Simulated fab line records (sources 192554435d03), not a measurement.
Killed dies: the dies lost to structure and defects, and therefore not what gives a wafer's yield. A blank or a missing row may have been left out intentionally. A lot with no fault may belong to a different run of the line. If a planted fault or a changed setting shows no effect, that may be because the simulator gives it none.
Comparing a struck lot with a sound one + flow n5-finfet + 14 steps out of a route of 1938
Sound: these wafers, L987.2, L987.3, L987.4. Wafers L982.1, L982.3, L982.4 were the ones struck. The cause is named last.
Each step with rows lists, per side, the tool, then ch with its chambers, then its first start. Under that, the readings that differ: sound wafers + struck wafers + difference of the means + sigmas: that difference in standard deviations of wafers without a fault.
alike: same words and numbers on both sides, and readings whose means sit less than 2 such deviations apart. not compared: any withheld reading, any reading some wafer has no value for, any bound like >300 that may hide the same value, and any number with overlapping values for which the record gives no deviation.
A row with sigmas, a row that says differs or no value, or rows on one side alone: a step with any of these is where the two part. Non-overlapping numbers with no deviation appear without sigmas and do not part them. Lack of a reading on every wafer of one side parts them only where that side has two or more wafers.

N5_BEOL_M7_RS_MEAS_57: the measuring method here is four-point-probe.
  sound on film-metro-02 at day 13 17:08; struck on film-metro-02 at day 12 17:14
  alike: M7_RS
N5_BEOL_M7_INSPECT_58: inspects for defects (darkfield).
  sound on defect-inspect-01 at day 13 17:09; struck on defect-inspect-01 at day 12 17:16
  alike: raw-defect-count
N5_BEOL_M8_ILD_DEP_00: deposits SiCOH lowk from DEMS/porogen, target thk 179.75 nm, time 33.4 s.
  sound on pecvd-02 ch 1,2, day 13 17:11; struck on pecvd-03 ch 1,2, day 12 17:18
  alike: heater-power-w, showerhead-plenum-p-Torr, throttle-valve-pct
N5_BEOL_M8_CURE_74: cures SiCOH lowk, time 240 s.
  sound on uv-cure-02 ch 1, day 13 17:20; struck on uv-cure-03 ch 2, day 12 17:34
  alike: lamp-power-pct, wafer_temp_C_max
N5_BEOL_M8_THK_MEAS_01:
  sound on film-metro-01 at day 13 17:46; struck on film-metro-01 at day 12 18:33
| reading         | sound             | struck            | difference | sigmas |
|-----------------|-------------------|-------------------|------------|--------|
| M8_ILD_THK (nm) | 156.3 158.0 159.9 | 150.5 153.0 155.9 | -4.9       | -2     |
N5_BEOL_M8_PECVD_70: deposits SiO2 from TEOS/O2, target thk 20 nm, time 22.7 s.
  sound on pecvd-03 ch 0,1, day 13 17:48; struck on pecvd-02 ch 0,1,2, day 12 18:35
  alike: heater-power-w, showerhead-plenum-p-Torr, throttle-valve-pct
N5_BEOL_M8_HM_DEP_02: deposits TiN, target thk 20 nm.
  sound on pvd-sputter-03 at day 13 19:12; struck on pvd-sputter-03 at day 12 18:52
  alike: throttle-valve-pct
then, 5 steps without rows for these wafers: N5_BEOL_M8_COAT_59 (time 60 s, resist thk 100 nm); N5_BEOL_M8_COAT_60 (time 60 s, resist thk 35 nm); N5_BEOL_M8_COAT_05 (resist thk 90 nm); N5_BEOL_M8_EBR_07; N5_BEOL_M8_SOFTBAKE_06 (time 60 s).
N5_BEOL_M8_EXPOSE_08: exposes mask M8.
  struck on arfi-scanner-03, day 12 19:14; sound on arfi-scanner-03 ch 0, day 13 19:27
  no value came back on the struck wafers for dipole-opening-deg (degrees), exposure-dose-mJ-cm2, stage-vel-mm-s (mm/s); on the sound wafers dipole-opening-deg (degrees) reads 35 35 35
  alike: mask
then, 1 step without rows for these wafers: N5_BEOL_M8_PEB_09 (peb time 60 s).

WHERE THEY PART
Earliest at N5_BEOL_M8_THK_MEAS_01; latest, in this record, at N5_BEOL_M8_EXPOSE_08.

WHY: the cause the simulator had injected
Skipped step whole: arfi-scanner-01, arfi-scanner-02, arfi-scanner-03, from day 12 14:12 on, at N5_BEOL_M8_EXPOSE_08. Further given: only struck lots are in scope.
